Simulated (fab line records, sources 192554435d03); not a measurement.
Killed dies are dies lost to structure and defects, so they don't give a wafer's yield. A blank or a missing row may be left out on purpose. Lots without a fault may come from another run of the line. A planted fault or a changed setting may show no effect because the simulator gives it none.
A struck lot beside a sound one | flow n5_finfet | 15 steps out of a route of 1938
Sound: wafers L711.1, L711.4, L711.6. Struck: wafers L720.1, L720.3, L720.6. The cause comes at the end.
At each step with rows: each side's tool, then ch and its chambers, then its first start. Under that, the readings that differ: sound wafers | struck wafers | difference of the means | sigmas: that difference in standard deviations of wafers without a fault.
alike: readings whose means differ by less than 2 such deviations, and words and numbers that are the same on both sides. not compared: withheld readings, readings that some wafer has no value for, bounds like >300 that may hide the same value, and numbers for which the record gives no deviation and whose values overlap.
The two part at a step that has a row with sigmas, a row that says differs or no value, or rows on one side only. Numbers that don't overlap but have no deviation are shown without sigmas and don't part them. A reading that every wafer of one side lacks parts them only if that side has two wafers or more.

N5_BEOL_M12_TRENCH_ETCH_34: etches SiOC in C4F8/O2/Ar, target depth 318.95 nm, time 125.5 s.
  sound on rie_diel-05 ch 0,1,2, day 11 05:25; struck on rie_diel-04 ch 1,2,3, day 13 07:40
  alike: O2_flow_sccm, drypump_motor_current_A, oes_product_au, rf_fwd_power_W, rf_vpp_V, showerhead_plenum_p_Torr, throttle_valve_pct
  not compared: rf_hours_counter_h
then, 1 step without rows for these wafers: N5_BEOL_M12_STRIP_70 (strips in C4F8/O2/Ar).
N5_BEOL_M12_OCD_MEAS_35:
  sound on ocd-02, day 11 05:34; struck on ocd-02, day 13 07:49
  alike: trench_depth_nm
N5_BEOL_M12_STRIP_37: strips in N2/H2.
  sound on plasma_asher-01 ch 1, day 11 05:37; struck on plasma_asher-02 ch 0,1, day 13 07:51
  reading                     | sound          | struck         | difference | sigmas
  drypump_motor_current_A (A) | 5.60 5.58 5.64 | 5.76 5.74 5.70 | +0.13      | +2
  alike: heater_power_w, oes_product_au
  not compared: rf_hours_counter_h
then, 3 steps without rows for these wafers: N5_BEOL_M12_ETCH_38 (etches SiCN in CF4/N2, target depth 68.7 nm, time 73.4 s); N5_BEOL_M12_PRECLEAN_39 (cleans in residue remover, time 60 s); N5_BEOL_M12_SRD_40 (time 30 s, dry time 30 s).
N5_BEOL_M12_DEGAS_41: time 60 s.
  sound on pvd_sputter-01, day 11 07:42; struck on pvd_sputter-03, day 13 10:16
  alike: heater_power_w
N5_BEOL_M12_PRE_CLEAN_42: time 30 s.
  sound on pvd_sputter-01, day 11 07:44; struck on pvd_sputter-03, day 13 10:18
  alike: heater_power_w
then, 1 step without rows for these wafers: N5_BEOL_M12_SPUTTER_43 (material TaN, target thk 15 nm, time 24.19 s).
N5_BEOL_M12_SPUTTER_44: material Ta, target thk 10 nm, time 16.13 s.
  sound on pvd_sputter-01, day 11 07:52; struck on pvd_sputter-03, day 13 10:25
  alike: throttle_valve_pct
then, 1 step without rows for these wafers: N5_BEOL_M12_SPUTTER_45 (material Cu, target thk 80 nm, time 13.33 s).
N5_BEOL_M12_ECD_47: material Cu, target thk 720 nm.
  sound on ecd_cu-01 ch 0,1, day 11 08:03; struck on ecd_cu-02 ch 1, day 13 10:37
  reading                                 | sound             | struck          | difference | sigmas
  model.Cu_of_BEOL_M12_ECD_47.thk_nm (nm) | 714.2 709.6 708.8 | 449 451.8 442.4 | -263       |
then, 1 step without rows for these wafers: N5_BEOL_M12_ANNEAL_48 (time 90 s).
N5_PASSIVATION_PROBE_49:
  the record has rows for the sound wafers here (prober-02, day 12 17:41) and none for the struck ones

WHERE THEY PART
First at N5_BEOL_M12_STRIP_37; last, within this record, at N5_PASSIVATION_PROBE_49.

WHY: what the simulator had put in
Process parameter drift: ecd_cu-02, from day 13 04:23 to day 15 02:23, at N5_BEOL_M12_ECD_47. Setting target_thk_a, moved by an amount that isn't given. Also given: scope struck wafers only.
